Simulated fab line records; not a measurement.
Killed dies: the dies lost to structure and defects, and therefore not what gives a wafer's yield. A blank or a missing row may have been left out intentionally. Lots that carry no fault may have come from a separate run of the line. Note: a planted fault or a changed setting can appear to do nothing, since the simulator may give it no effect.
fab line records + flow n5-finfet + part 1 of 2: steps 1 to 4 of 6
[record]
- lots = 24
- wafers = 72
- last-day = 18
route steps=1938 shown BEOL_M3@979 BEOL_M4@1046
lots that met no fault: taken from a fault-free run of the same line
start-h: the number of hours between the record's first day and the start of the first shown wafer of the lot + wait-h: hours elapsed since this lot's preceding step + " identical to the entry in the row above + L1.1+2: a row that stands for several wafers + - value missing, or start not given + * or withheld: withheld + < > ~ a bound
route shown NAME@n: a module of which the file shows steps, and the number in the route of the first + usual: average and standard deviation across the fault-free wafers + same: alike in all rows + chamber/n: place in a boat + sites: per-site readings + _std_site: the standard deviation of these + _edge_site: mean of outer sites minus mean of inner sites + radius-mm: how far each site lies from the wafer's centre + mask NAME#n: copy n + behind: the last tool/chamber to shape the wafer + hold: reason for holding the lot/hours on hold/outcome of the hold + device: the transistor (n, p or np) that didn't switch + end of line: the route-end tests of the same wafers + a step given without rows: its recipe and nothing more + killed: dies that structure and defects cost at the first sort, which is not the same as the wafer's yield + map: shows each die of a wafer: x if killed, . if not, _ if none is there
set.NAME: setting as actually run; set.NAME@STEP: the setting as run at that earlier step + model.NAME: the simulator's own value behind a step, which no gauge read
steps of the route over a sample of lots; a table a step, a row a wafer
services: the hour from which a tool's chamber was out of use, counted from the record's first day as start-h (under 0 if before that day), plus the number of hours and why
[[steps]]
[step N5_BEOL_M3_STRIP_36]
[recipe]
- chemistry = N2/H2
- power-w = 450
- temp-c = 40
- pressure-mtorr = 20
- rf-frequency-hz = 6e+07
- overash-fraction = 0.3
- bias-power-w = 7
- h2-frac = 0.5
- n2-flow-sccm = 200
- h2-flow-sccm = 200
[usual]
- drypump-motor-current-A = 5.9/0.32
- oes-product-au = 0.79/0.082
- rf-vpp-V = 59.2/1.6
- showerhead-plenum-p-Torr = 2.56/0.045
- throttle-valve-pct = 23.7/0.3
| lot.wafer | tool        | chamber | start-h | wait-h | drypump-motor-current-A | oes-product-au | rf-hours-counter-h | rf-vpp-V | showerhead-plenum-p-Torr | throttle-valve-pct |
|-----------|-------------|---------|---------|--------|-------------------------|----------------|--------------------|----------|--------------------------|--------------------|
| L074.2    | rie-diel-05 | 3       | 155.64  | 0.0    | 6.0                     | 0.70           | 214                | 59.6     | 2.63                     | 23.6               |
| L074.3    | "           | 0       | "       | "      | 6.1                     | 0.88           | 35                 | 60.3     | 2.59                     | 23.8               |
| L074.4    | "           | 2       | "       | "      | 5.5                     | 0.81           | 57                 | 58.7     | 2.58                     | 23.6               |
| L075.1    | rie-diel-02 | 3       | 158.85  | 0.0    | 5.7                     | 0.74           | 142                | 60.3     | 2.54                     | 23.4               |
| L075.2    | "           | 0       | "       | "      | 5.4                     | 0.81           | 72                 | 59.7     | 2.58                     | 23.6               |
| L075.3    | "           | 1       | "       | "      | 6.4                     | 0.74           | 166                | 60.2     | 2.53                     | 24.1               |
| L076.1    | rie-diel-05 | 1       | 158.93  | 0.0    | 5.9                     | 0.90           | 33                 | 58.2     | 2.58                     | 23.1               |
| L076.2    | "           | 0       | "       | "      | 6.1                     | 0.87           | 36                 | 60.3     | 2.59                     | 23.8               |
| L076.5    | "           | 1       | "       | "      | 5.9                     | 0.89           | -                  | 62.1     | 2.58                     | 23.1               |
| L077.3    | rie-diel-05 | 0       | 171.72  | 0.0    | 6.1                     | 0.88           | 40                 | 58.1     | 2.59                     | 23.8               |
| L077.4    | "           | 2       | "       | "      | 5.5                     | 0.83           | 61                 | 58.9     | 2.58                     | 23.6               |
| L077.6    | "           | 3       | "       | "      | 6.0                     | 0.69           | -                  | 58.4     | 2.63                     | 23.7               |
| L078.4    | rie-diel-05 | 0       | 174.43  | 0.0    | 6.1                     | 0.87           | 40                 | 59.3     | 2.59                     | 23.8               |
| L078.5    | "           | 1       | "       | "      | 5.9                     | 0.89           | -                  | 57.8     | 2.58                     | 23.1               |
| L078.6    | "           | 2       | "       | "      | 5.5                     | 0.82           | -                  | 58.2     | 2.58                     | 23.6               |
| L080.1    | rie-diel-02 | 0       | 186.29  | 0.0    | 5.4                     | 0.80           | 81                 | 57.2     | 2.57                     | 23.6               |
| L080.3    | "           | 2       | "       | "      | 6.3                     | 0.97           | 8                  | 58.0     | 2.59                     | 23.4               |
| L080.4    | "           | 3       | "       | "      | 5.7                     | 0.74           | 150                | 60.3     | 2.54                     | 23.4               |
| L079.2    | rie-diel-05 | 1       | 187.23  | 0.0    | 5.9                     | 0.88           | 39                 | 60.4     | 2.58                     | 23.1               |
| L079.3    | "           | 0       | "       | "      | 6.1                     | 0.86           | 43                 | 58.0     | 2.58                     | 23.8               |
| L079.6    | "           | 0       | "       | "      | 6.1                     | 0.87           | -                  | 59.1     | 2.59                     | 23.8               |
| L081.1    | rie-diel-02 | 0       | 196.15  | 0.0    | 5.4                     | 0.80           | 84                 | 57.5     | 2.57                     | 23.6               |
| L081.2    | "           | 1       | "       | "      | 6.4                     | 0.73           | 179                | 57.5     | 2.53                     | 24.1               |
| L081.6    | "           | 0       | "       | "      | 5.4                     | 0.80           | -                  | 57.2     | 2.57                     | 23.7               |
| L082.2    | rie-diel-05 | 2       | 197.78  | 0.0    | 5.5                     | 0.82           | 68                 | 55.6     | 2.58                     | 23.6               |
| L082.4    | "           | 1       | "       | "      | 5.9                     | 0.86           | 43                 | 61.6     | 2.58                     | 23.1               |
| L082.5    | "           | 0       | "       | "      | 6.1                     | 0.86           | -                  | 58.9     | 2.58                     | 23.8               |
| L084.1    | rie-diel-01 | 2       | 201.63  | 0.0    | 5.5                     | 0.67           | 219                | 58.6     | 2.62                     | 24.0               |
| L084.5    | "           | 1       | "       | "      | 6.0                     | 0.68           | -                  | 58.8     | 2.50                     | 23.4               |
| L084.6    | "           | 3       | "       | "      | 5.8                     | 0.79           | -                  | 58.3     | 2.45                     | 23.9               |
| L083.3    | rie-diel-02 | 0       | 202.10  | 0.0    | 5.4                     | 0.80           | 87                 | 58.8     | 2.57                     | 23.7               |
| L083.4    | "           | 1       | "       | "      | 6.3                     | 0.74           | 182                | 60.2     | 2.53                     | 24.1               |
| L083.5    | "           | 1       | "       | "      | 6.3                     | 0.74           | -                  | 56.0     | 2.53                     | 24.2               |
| L085.2    | rie-diel-01 | 3       | 210.82  | 0.0    | 5.8                     | 0.78           | 124                | 57.4     | 2.45                     | 24.0               |
| L085.4    | "           | 1       | "       | "      | 5.9                     | 0.66           | -                  | 59.0     | 2.50                     | 23.5               |
| L085.5    | "           | 2       | "       | "      | 5.5                     | 0.67           | -                  | 57.9     | 2.62                     | 24.0               |
| L086.2    | rie-diel-05 | 1       | 222.06  | 0.0    | 5.9                     | 0.86           | 48                 | 59.1     | 2.57                     | 23.1               |
| L086.3    | "           | 2       | "       | "      | 5.5                     | 0.79           | 76                 | 60.2     | 2.57                     | 23.6               |
| L086.6    | "           | 3       | "       | "      | 6.0                     | 0.69           | -                  | 59.6     | 2.62                     | 23.7               |
| L088.1    | rie-diel-01 | 2       | 231.85  | 0.0    | 5.5                     | 0.67           | 231                | 61.4     | 2.61                     | 24.0               |
| L088.4    | "           | 0       | "       | "      | 6.3                     | 0.97           | 5                  | 59.5     | 2.59                     | 23.1               |
| L088.5    | "           | 3       | "       | "      | 5.8                     | 0.79           | -                  | 58.3     | 2.45                     | 24.0               |
| L087.2    | rie-diel-05 | 1       | 237.26  | 0.0    | 5.8                     | 0.87           | 52                 | 57.8     | 2.57                     | 23.1               |
| L087.3    | "           | 0       | "       | "      | 6.1                     | 0.86           | 59                 | 57.6     | 2.58                     | 23.8               |
| L087.5    | "           | 3       | "       | "      | 6.0                     | 0.70           | -                  | 59.3     | 2.62                     | 23.7               |
| L089.2    | rie-diel-01 | 3       | 240.83  | 0.0    | 5.8                     | 0.78           | 134                | 58.7     | 2.44                     | 24.0               |
| L089.3    | "           | 0       | "       | "      | 6.3                     | 0.96           | 8                  | 59.8     | 2.59                     | 23.1               |
| L089.6    | "           | 0       | "       | "      | 6.3                     | 0.95           | -                  | 61.0     | 2.59                     | 23.1               |
| L090.2    | rie-diel-02 | 0       | 246.29  | 0.0    | 5.4                     | 0.80           | 100                | 60.8     | 2.56                     | 23.7               |
| L090.3    | "           | 3       | "       | "      | 5.7                     | 0.72           | 167                | 56.7     | 2.53                     | 23.5               |
| L090.5    | "           | 1       | "       | "      | 6.4                     | 0.72           | -                  | 58.2     | 2.52                     | 24.1               |
| L092.1    | rie-diel-02 | 2       | 248.84  | 0.0    | 6.4                     | 0.91           | 28                 | 59.6     | 2.58                     | 23.5               |
| L092.2    | "           | 1       | "       | "      | 6.4                     | 0.73           | 195                | 60.0     | 2.52                     | 24.2               |
| L092.3    | "           | 3       | "       | "      | 5.7                     | 0.72           | 167                | 61.2     | 2.53                     | 23.5               |
| L091.1    | rie-diel-02 | 2       | 250.42  | 0.0    | 6.3                     | 0.91           | 29                 | 59.1     | 2.58                     | 23.5               |
| L091.4    | "           | 1       | "       | "      | 6.4                     | 0.72           | 196                | 60.5     | 2.52                     | 24.1               |
| L091.5    | "           | 0       | "       | "      | 5.5                     | 0.78           | -                  | 57.8     | 2.56                     | 23.7               |
| L093.3    | rie-diel-02 | 2       | 258.24  | 0.0    | 6.3                     | 0.89           | 31                 | 59.5     | 2.58                     | 23.5               |
| L093.5    | "           | 0       | "       | "      | 5.5                     | 0.77           | -                  | 58.1     | 2.56                     | 23.7               |
| L093.6    | "           | 1       | "       | "      | 6.3                     | 0.70           | -                  | 58.8     | 2.52                     | 24.2               |
| L094.1    | rie-diel-01 | 1       | 261.85  | 0.0    | 5.9                     | 0.97           | 3                  | 59.2     | 2.50                     | 23.3               |
| L094.4    | "           | 0       | "       | "      | 6.3                     | 0.92           | 15                 | 59.9     | 2.59                     | 23.1               |
| L094.5    | "           | 3       | "       | "      | 5.8                     | 0.77           | -                  | 60.0     | 2.44                     | 24.0               |
| L095.2    | rie-diel-02 | 0       | 284.81  | 0.0    | 5.5                     | 0.77           | 112                | 63.0     | 2.56                     | 23.7               |
| L095.4    | "           | 2       | "       | "      | 6.3                     | 0.88           | 40                 | 61.2     | 2.58                     | 23.5               |
| L095.6    | "           | 3       | "       | "      | 5.7                     | 0.71           | -                  | 62.0     | 2.53                     | 23.5               |
| L096.1    | rie-diel-05 | 2       | 284.99  | 0.0    | 5.5                     | 0.78           | 93                 | 55.9     | 2.57                     | 23.6               |
| L096.2    | "           | 1       | "       | "      | 5.9                     | 0.84           | 67                 | 58.2     | 2.56                     | 23.1               |
| L096.4    | "           | 2       | "       | "      | 5.5                     | 0.79           | -                  | 57.7     | 2.57                     | 23.6               |
| L097.2    | rie-diel-05 | 0       | 290.77  | 0.0    | 6.1                     | 0.83           | 77                 | 58.7     | 2.57                     | 23.8               |
| L097.4    | "           | 0       | "       | "      | 6.1                     | 0.82           | -                  | 60.5     | 2.57                     | 23.8               |
| L097.5    | "           | 2       | "       | "      | 5.5                     | 0.78           | -                  | 61.7     | 2.57                     | 23.6               |
[step N5_BEOL_M3_ETCH_41]
[recipe]
- chemistry = CH3F/O2
- target = SiCN
- target-depth-a = 299
- taper-deg = 2
- time-s = 52.5
- ion-energy-ev = 120
- mask-material = TiN
- pressure-mtorr = 30
- source-w = 395
- bias-w = 75
- Ar_flow_sccm = 150
- CH3F_flow_sccm = 30
- O2_flow_sccm = 20
[usual]
- drypump-motor-current-A = 5.9/0.32
- oes-product-au = 0.79/0.084
- rf-fwd-power-W = 391.3/1.7
- rf-vpp-V = 297.8/1
- showerhead-plenum-p-Torr = 2.02/0.036
- throttle-valve-pct = 16.33/0.21
[same]
- time-s = 52.5
| lot.wafer | tool        | chamber | start-h | wait-h | drypump-motor-current-A | oes-product-au | rf-fwd-power-W | rf-hours-counter-h | rf-vpp-V | showerhead-plenum-p-Torr | throttle-valve-pct |
|-----------|-------------|---------|---------|--------|-------------------------|----------------|----------------|--------------------|----------|--------------------------|--------------------|
| L074.2    | rie-diel-05 | 3       | -       | -      | 6.0                     | 0.70           | 389.8          | 214                | 296.8    | 2.07                     | 16.38              |
| L074.3    | "           | 0       | "       | "      | 6.1                     | 0.90           | 394.7          | 35                 | 298.6    | 2.04                     | 16.36              |
| L074.4    | "           | 2       | "       | "      | 5.5                     | 0.83           | 393.5          | 57                 | 297.4    | 2.03                     | 16.17              |
| L075.1    | rie-diel-02 | 3       | -       | -      | 5.7                     | 0.74           | 387.8          | 142                | 296.4    | 2.00                     | 16.09              |
| L075.2    | "           | 0       | "       | "      | 5.4                     | 0.81           | 388.4          | 72                 | 298.3    | 2.03                     | 16.23              |
| L075.3    | "           | 1       | "       | "      | 6.3                     | 0.75           | 391.4          | 166                | 298.4    | 1.99                     | 16.53              |
| L076.1    | rie-diel-05 | 1       | -       | -      | 5.8                     | 0.89           | 388.4          | 33                 | 298.4    | 2.04                     | 15.95              |
| L076.2    | "           | 0       | "       | "      | 6.0                     | 0.90           | 392.3          | 36                 | 299.2    | 2.04                     | 16.39              |
| L076.5    | "           | 1       | "       | "      | 5.9                     | 0.89           | 390.8          | -                  | 299.1    | 2.04                     | 15.93              |
| L077.3    | rie-diel-05 | 0       | -       | -      | 6.1                     | 0.89           | 392.9          | 40                 | 297.0    | 2.04                     | 16.37              |
| L077.4    | "           | 2       | "       | "      | 5.5                     | 0.83           | 391.1          | 61                 | 297.9    | 2.03                     | 16.16              |
| L077.6    | "           | 3       | "       | "      | 6.0                     | 0.70           | 392.7          | -                  | 297.5    | 2.07                     | 16.36              |
| L078.4    | rie-diel-05 | 0       | -       | -      | 6.1                     | 0.89           | 390.0          | 40                 | 297.1    | 2.04                     | 16.38              |
| L078.5    | "           | 1       | "       | "      | 5.9                     | 0.89           | 388.1          | -                  | 298.0    | 2.04                     | 15.96              |
| L078.6    | "           | 2       | "       | "      | 5.5                     | 0.82           | 393.0          | -                  | 298.3    | 2.02                     | 16.17              |
| L080.1    | rie-diel-02 | 0       | -       | -      | 5.4                     | 0.81           | 390.3          | 81                 | 297.5    | 2.02                     | 16.24              |
| L080.3    | "           | 2       | "       | "      | 6.3                     | 0.96           | 391.4          | 8                  | 297.8    | 2.05                     | 16.32              |
| L080.4    | "           | 3       | "       | "      | 5.7                     | 0.74           | 389.0          | 150                | 297.4    | 2.00                     | 16.12              |
| L079.2    | rie-diel-05 | 1       | -       | -      | 5.8                     | 0.88           | 389.3          | 39                 | 297.7    | 2.04                     | 15.95              |
| L079.3    | "           | 0       | "       | "      | 6.0                     | 0.87           | 392.5          | 43                 | 298.9    | 2.04                     | 16.38              |
| L079.6    | "           | 0       | "       | "      | 6.1                     | 0.88           | 390.9          | -                  | 298.5    | 2.04                     | 16.38              |
| L081.1    | rie-diel-02 | 0       | -       | -      | 5.4                     | 0.80           | 388.1          | 84                 | 297.3    | 2.02                     | 16.28              |
| L081.2    | "           | 1       | "       | "      | 6.3                     | 0.73           | 391.7          | 179                | 297.1    | 1.99                     | 16.57              |
| L081.6    | "           | 0       | "       | "      | 5.4                     | 0.79           | 390.1          | -                  | 300.0    | 2.02                     | 16.24              |
| L082.2    | rie-diel-05 | 2       | -       | -      | 5.5                     | 0.81           | 392.4          | 68                 | 298.6    | 2.02                     | 16.19              |
| L082.4    | "           | 1       | "       | "      | 5.9                     | 0.87           | 389.1          | 43                 | 297.3    | 2.04                     | 15.97              |
| L082.5    | "           | 0       | "       | "      | 6.1                     | 0.87           | 392.5          | -                  | 297.1    | 2.04                     | 16.39              |
| L084.1    | rie-diel-01 | 2       | -       | -      | 5.5                     | 0.68           | 394.2          | 219                | 298.9    | 2.05                     | 16.62              |
| L084.5    | "           | 1       | "       | "      | 5.9                     | 0.67           | 391.1          | -                  | 297.9    | 1.97                     | 16.39              |
| L084.6    | "           | 3       | "       | "      | 5.8                     | 0.79           | 392.7          | -                  | 295.8    | 1.92                     | 16.51              |
| L083.3    | rie-diel-02 | 0       | -       | -      | 5.4                     | 0.80           | 390.9          | 87                 | 297.7    | 2.02                     | 16.28              |
| L083.4    | "           | 1       | "       | "      | 6.4                     | 0.73           | 392.6          | 182                | 297.0    | 1.99                     | 16.58              |
| L083.5    | "           | 1       | "       | "      | 6.3                     | 0.73           | 391.6          | -                  | 297.4    | 1.99                     | 16.58              |
| L085.2    | rie-diel-01 | 3       | -       | -      | 5.8                     | 0.79           | 393.1          | 124                | 295.2    | 1.92                     | 16.53              |
| L085.4    | "           | 1       | "       | "      | 5.9                     | 0.67           | 389.7          | -                  | 297.0    | 1.97                     | 16.41              |
| L085.5    | "           | 2       | "       | "      | 5.5                     | 0.67           | 394.4          | -                  | 299.2    | 2.05                     | 16.63              |
| L086.2    | rie-diel-05 | 1       | -       | -      | 5.9                     | 0.86           | 390.4          | 48                 | 296.3    | 2.03                     | 15.97              |
| L086.3    | "           | 2       | "       | "      | 5.5                     | 0.81           | 393.2          | 76                 | 296.7    | 2.02                     | 16.19              |
| L086.6    | "           | 3       | "       | "      | 6.0                     | 0.69           | 391.3          | -                  | 298.1    | 2.06                     | 16.39              |
| L088.1    | rie-diel-01 | 2       | -       | -      | 5.5                     | 0.67           | 394.1          | 231                | 299.8    | 2.05                     | 16.65              |
| L088.4    | "           | 0       | "       | "      | 6.4                     | 0.97           | 391.6          | 5                  | 298.6    | 2.05                     | 15.83              |
| L088.5    | "           | 3       | "       | "      | 5.8                     | 0.78           | 391.7          | -                  | 296.7    | 1.92                     | 16.55              |
| L087.2    | rie-diel-05 | 1       | -       | -      | 5.9                     | 0.87           | 388.8          | 52                 | 297.2    | 2.03                     | 15.96              |
| L087.3    | "           | 0       | "       | "      | 6.1                     | 0.86           | 391.9          | 59                 | 299.1    | 2.03                     | 16.42              |
| L087.5    | "           | 3       | "       | "      | 6.0                     | 0.69           | 390.9          | -                  | 299.3    | 2.06                     | 16.41              |
| L089.2    | rie-diel-01 | 3       | -       | -      | 5.8                     | 0.78           | 393.7          | 134                | 295.8    | 1.92                     | 16.54              |
| L089.3    | "           | 0       | "       | "      | 6.4                     | 0.95           | 390.5          | 8                  | 298.7    | 2.05                     | 15.84              |
| L089.6    | "           | 0       | "       | "      | 6.3                     | 0.95           | 389.9          | -                  | 299.7    | 2.05                     | 15.81              |
| L090.2    | rie-diel-02 | 0       | -       | -      | 5.4                     | 0.79           | 391.8          | 100                | 297.4    | 2.02                     | 16.28              |
| L090.3    | "           | 3       | "       | "      | 5.6                     | 0.73           | 389.5          | 167                | 297.7    | 2.00                     | 16.12              |
| L090.5    | "           | 1       | "       | "      | 6.3                     | 0.72           | 390.1          | -                  | 297.5    | 1.98                     | 16.58              |
| L092.1    | rie-diel-02 | 2       | -       | -      | 6.3                     | 0.91           | 391.2          | 28                 | 297.0    | 2.04                     | 16.32              |
| L092.2    | "           | 1       | "       | "      | 6.3                     | 0.72           | 391.1          | 195                | 295.8    | 1.98                     | 16.60              |
| L092.3    | "           | 3       | "       | "      | 5.6                     | 0.73           | 388.4          | 167                | 298.0    | 2.00                     | 16.15              |
| L091.1    | rie-diel-02 | 2       | -       | -      | 6.3                     | 0.91           | 391.7          | 29                 | 298.9    | 2.04                     | 16.35              |
| L091.4    | "           | 1       | "       | "      | 6.3                     | 0.73           | 391.1          | 196                | 298.2    | 1.98                     | 16.60              |
| L091.5    | "           | 0       | "       | "      | 5.4                     | 0.79           | 389.3          | -                  | 298.2    | 2.02                     | 16.28              |
| L093.3    | rie-diel-02 | 2       | -       | -      | 6.3                     | 0.91           | 391.4          | 31                 | 298.3    | 2.04                     | 16.35              |
| L093.5    | "           | 0       | "       | "      | 5.4                     | 0.78           | 388.5          | -                  | 299.0    | 2.01                     | 16.29              |
| L093.6    | "           | 1       | "       | "      | 6.4                     | 0.72           | 392.0          | -                  | 296.7    | 1.98                     | 16.61              |
| L094.1    | rie-diel-01 | 1       | -       | -      | 5.9                     | 0.97           | 391.5          | 3                  | 297.7    | 1.97                     | 16.00              |
| L094.4    | "           | 0       | "       | "      | 6.3                     | 0.94           | 390.9          | 15                 | 298.4    | 2.04                     | 15.84              |
| L094.5    | "           | 3       | "       | "      | 5.8                     | 0.77           | 392.4          | -                  | 295.2    | 1.92                     | 16.55              |
| L095.2    | rie-diel-02 | 0       | -       | -      | 5.4                     | 0.77           | 388.4          | 112                | 297.0    | 2.01                     | 16.32              |
| L095.4    | "           | 2       | "       | "      | 6.3                     | 0.89           | 392.0          | 40                 | 297.1    | 2.04                     | 16.36              |
| L095.6    | "           | 3       | "       | "      | 5.7                     | 0.72           | 389.0          | -                  | 296.7    | 1.99                     | 16.17              |
| L096.1    | rie-diel-05 | 2       | -       | -      | 5.5                     | 0.80           | 392.2          | 93                 | 297.8    | 2.01                     | 16.22              |
| L096.2    | "           | 1       | "       | "      | 5.8                     | 0.85           | 387.7          | 67                 | 296.9    | 2.03                     | 16.00              |
| L096.4    | "           | 2       | "       | "      | 5.5                     | 0.79           | 394.1          | -                  | 297.7    | 2.01                     | 16.23              |
| L097.2    | rie-diel-05 | 0       | -       | -      | 6.1                     | 0.83           | 392.2          | 77                 | 297.5    | 2.03                     | 16.45              |
| L097.4    | "           | 0       | "       | "      | 6.1                     | 0.83           | 392.6          | -                  | 299.0    | 2.03                     | 16.45              |
| L097.5    | "           | 2       | "       | "      | 5.5                     | 0.78           | 393.6          | -                  | 298.0    | 2.01                     | 16.25              |
[step N5_BEOL_M3_ANNEAL_89]
[recipe]
- temp-c = 400
- time-s = 240
- ambient = vacuum
[usual]
- heater-power-w = 837/93
[same]
- time-s = 240
| lot.wafer | tool           | chamber | start-h | wait-h | heater-power-w |
|-----------|----------------|---------|---------|--------|----------------|
| L074.2    | pvd-sputter-02 | -       | 158.07  | 0.0    | 998            |
| L074.3    | "              | -       | "       | "      | 1020           |
| L074.4    | "              | -       | "       | "      | 794            |
| L075.1    | pvd-sputter-03 | -       | 161.13  | 0.0    | 785            |
| L075.2    | "              | -       | "       | "      | 788            |
| L075.3    | "              | -       | "       | "      | 698            |
| L076.1    | pvd-sputter-03 | -       | 162.97  | 0.0    | 787            |
| L076.2    | "              | -       | "       | "      | 801            |
| L076.5    | "              | -       | "       | "      | 770            |
| L077.3    | pvd-sputter-02 | -       | 173.84  | 0.0    | 1005           |
| L077.4    | "              | -       | "       | "      | 859            |
| L077.6    | "              | -       | "       | "      | 984            |
| L078.4    | pvd-sputter-02 | -       | 176.74  | 0.0    | 980            |
| L078.5    | "              | -       | "       | "      | 889            |
| L078.6    | "              | -       | "       | "      | 996            |
| L080.1    | pvd-sputter-03 | -       | 189.01  | 0.0    | 714            |
| L080.3    | "              | -       | "       | "      | 783            |
| L080.4    | "              | -       | "       | "      | 849            |
| L079.2    | pvd-sputter-01 | -       | 189.72  | 0.0    | 788            |
| L079.3    | "              | -       | "       | "      | 702            |
| L079.6    | "              | -       | "       | "      | 685            |
| L081.1    | pvd-sputter-02 | -       | 199.00  | 0.0    | 897            |
| L081.2    | "              | -       | "       | "      | 957            |
| L081.6    | "              | -       | "       | "      | 879            |
| L082.2    | pvd-sputter-02 | -       | 200.84  | 0.0    | 989            |
| L082.4    | "              | -       | "       | "      | 999            |
| L082.5    | "              | -       | "       | "      | 784            |
| L084.1    | pvd-sputter-01 | -       | 204.21  | 0.0    | 696            |
| L084.5    | "              | -       | "       | "      | 706            |
| L084.6    | "              | -       | "       | "      | 865            |
| L083.3    | pvd-sputter-03 | -       | 204.93  | 0.0    | 767            |
| L083.4    | "              | -       | "       | "      | 698            |
| L083.5    | "              | -       | "       | "      | 798            |
| L085.2    | pvd-sputter-01 | -       | 213.97  | 0.0    | 869            |
| L085.4    | "              | -       | "       | "      | 680            |
| L085.5    | "              | -       | "       | "      | 802            |
| L086.2    | pvd-sputter-01 | -       | 224.51  | 0.0    | 684            |
| L086.3    | "              | -       | "       | "      | 859            |
| L086.6    | "              | -       | "       | "      | 887            |
| L088.1    | pvd-sputter-03 | -       | 233.94  | 0.0    | 773            |
| L088.4    | "              | -       | "       | "      | 822            |
| L088.5    | "              | -       | "       | "      | 778            |
| L087.2    | pvd-sputter-02 | -       | 239.68  | 0.0    | 806            |
| L087.3    | "              | -       | "       | "      | 999            |
| L087.5    | "              | -       | "       | "      | 1010           |
| L089.2    | pvd-sputter-02 | -       | 247.98  | 0.0    | 785            |
| L089.3    | "              | -       | "       | "      | 1024           |
| L089.6    | "              | -       | "       | "      | 990            |
| L090.2    | pvd-sputter-03 | -       | 248.27  | 0.0    | 703            |
| L090.3    | "              | -       | "       | "      | 776            |
| L090.5    | "              | -       | "       | "      | 756            |
| L092.1    | pvd-sputter-03 | -       | 251.41  | 0.0    | 785            |
| L092.2    | "              | -       | "       | "      | 704            |
| L092.3    | "              | -       | "       | "      | 873            |
| L091.1    | pvd-sputter-02 | -       | 252.92  | 0.0    | 1010           |
| L091.4    | "              | -       | "       | "      | 875            |
| L091.5    | "              | -       | "       | "      | 988            |
| L093.3    | pvd-sputter-03 | -       | 261.46  | 0.0    | 789            |
| L093.5    | "              | -       | "       | "      | 838            |
| L093.6    | "              | -       | "       | "      | 782            |
| L094.1    | pvd-sputter-02 | -       | 264.39  | 0.0    | 989            |
| L094.4    | "              | -       | "       | "      | 885            |
| L094.5    | "              | -       | "       | "      | 1034           |
| L095.2    | pvd-sputter-03 | -       | 287.17  | 0.0    | 805            |
| L095.4    | "              | -       | "       | "      | 874            |
| L095.6    | "              | -       | "       | "      | 751            |
| L096.1    | pvd-sputter-01 | -       | 287.34  | 0.0    | 863            |
| L096.2    | "              | -       | "       | "      | 880            |
| L096.4    | "              | -       | "       | "      | 810            |
| L097.2    | pvd-sputter-01 | -       | 294.78  | 0.0    | 803            |
| L097.4    | "              | -       | "       | "      | 885            |
| L097.5    | "              | -       | "       | "      | 816            |
[step N5_BEOL_M4_CD_MEAS_18]
[recipe]
- pitch-nm = 36
- target-cd-nm = 18
[usual]
- cd-nm = 18.0/0.32
| lot.wafer | tool      | chamber | start-h | wait-h | cd-nm |
|-----------|-----------|---------|---------|--------|-------|
| L074.2    | cd-sem-02 | -       | 161.40  | 0.1    | 18.3  |
| L074.3    | "         | -       | "       | "      | 17.5  |
| L074.4    | "         | -       | "       | "      | 18.0  |
| L075.1    | cd-sem-03 | -       | 165.13  | 0.0    | 18.2  |
| L075.2    | "         | -       | "       | "      | 18.2  |
| L075.3    | "         | -       | "       | "      | 18.7  |
| L076.1    | cd-sem-01 | -       | 166.28  | 0.0    | 17.6  |
| L076.2    | "         | -       | "       | "      | 18.4  |
| L076.5    | "         | -       | "       | "      | 18.2  |
| L077.3    | cd-sem-01 | -       | 178.78  | 0.1    | 18.2  |
| L077.4    | "         | -       | "       | "      | 18.4  |
| L077.6    | "         | -       | "       | "      | 18.5  |
| L078.4    | cd-sem-02 | -       | 181.30  | 0.1    | 17.6  |
| L078.5    | "         | -       | "       | "      | 17.9  |
| L078.6    | "         | -       | "       | "      | 17.9  |
| L080.1    | cd-sem-01 | -       | 192.58  | 0.0    | 17.8  |
| L080.3    | "         | -       | "       | "      | 18.2  |
| L080.4    | "         | -       | "       | "      | 17.9  |
| L079.2    | cd-sem-03 | -       | 193.07  | 0.1    | 17.4  |
| L079.3    | "         | -       | "       | "      | 17.8  |
| L079.6    | "         | -       | "       | "      | 17.7  |
| L081.1    | cd-sem-01 | -       | 203.25  | 0.0    | 17.5  |
| L081.2    | "         | -       | "       | "      | 17.7  |
| L081.6    | "         | -       | "       | "      | 17.8  |
| L082.2    | cd-sem-01 | -       | 205.19  | 0.1    | 17.4  |
| L082.4    | "         | -       | "       | "      | 18.4  |
| L082.5    | "         | -       | "       | "      | 17.5  |
| L084.1    | cd-sem-03 | -       | 208.81  | 0.0    | 18.3  |
| L084.5    | "         | -       | "       | "      | 18.0  |
| L084.6    | "         | -       | "       | "      | 18.4  |
| L083.3    | cd-sem-03 | -       | 209.21  | 0.1    | 17.6  |
| L083.4    | "         | -       | "       | "      | 17.9  |
| L083.5    | "         | -       | "       | "      | 17.8  |
| L085.2    | cd-sem-01 | -       | 218.77  | 0.1    | 18.3  |
| L085.4    | "         | -       | "       | "      | 18.3  |
| L085.5    | "         | -       | "       | "      | 18.5  |
| L086.2    | cd-sem-01 | -       | 229.50  | 0.1    | 18.5  |
| L086.3    | "         | -       | "       | "      | 18.5  |
| L086.6    | "         | -       | "       | "      | 18.1  |
| L088.1    | cd-sem-03 | -       | 238.69  | 0.0    | 18.3  |
| L088.4    | "         | -       | "       | "      | 18.1  |
| L088.5    | "         | -       | "       | "      | 18.2  |
| L087.2    | cd-sem-01 | -       | 245.98  | 0.1    | 17.8  |
| L087.3    | "         | -       | "       | "      | 18.0  |
| L087.5    | "         | -       | "       | "      | 18.0  |
| L089.2    | cd-sem-02 | -       | 251.96  | 0.1    | 18.3  |
| L089.3    | "         | -       | "       | "      | 18.1  |
| L089.6    | "         | -       | "       | "      | 18.0  |
| L090.2    | cd-sem-03 | -       | 252.06  | 0.1    | 17.8  |
| L090.3    | "         | -       | "       | "      | 17.7  |
| L090.5    | "         | -       | "       | "      | 18.0  |
| L092.1    | cd-sem-02 | -       | 255.37  | 0.0    | 18.1  |
| L092.2    | "         | -       | "       | "      | 18.3  |
| L092.3    | "         | -       | "       | "      | 17.7  |
| L091.1    | cd-sem-01 | -       | 256.08  | 0.0    | 17.6  |
| L091.4    | "         | -       | "       | "      | 18.2  |
| L091.5    | "         | -       | "       | "      | 18.0  |
| L093.3    | cd-sem-02 | -       | 266.47  | 0.1    | 18.2  |
| L093.5    | "         | -       | "       | "      | 18.2  |
| L093.6    | "         | -       | "       | "      | 18.2  |
| L094.1    | cd-sem-02 | -       | 268.06  | 0.0    | 18.2  |
| L094.4    | "         | -       | "       | "      | 17.7  |
| L094.5    | "         | -       | "       | "      | 18.0  |
| L095.2    | cd-sem-01 | -       | 292.01  | 0.1    | 17.3  |
| L095.4    | "         | -       | "       | "      | 18.3  |
| L095.6    | "         | -       | "       | "      | 17.7  |
| L096.1    | cd-sem-01 | -       | 292.18  | 0.0    | 18.1  |
| L096.2    | "         | -       | "       | "      | 17.9  |
| L096.4    | "         | -       | "       | "      | 18.0  |
| L097.2    | cd-sem-01 | -       | 298.28  | 0.1    | 18.1  |
| L097.4    | "         | -       | "       | "      | 18.1  |
| L097.5    | "         | -       | "       | "      | 17.8  |
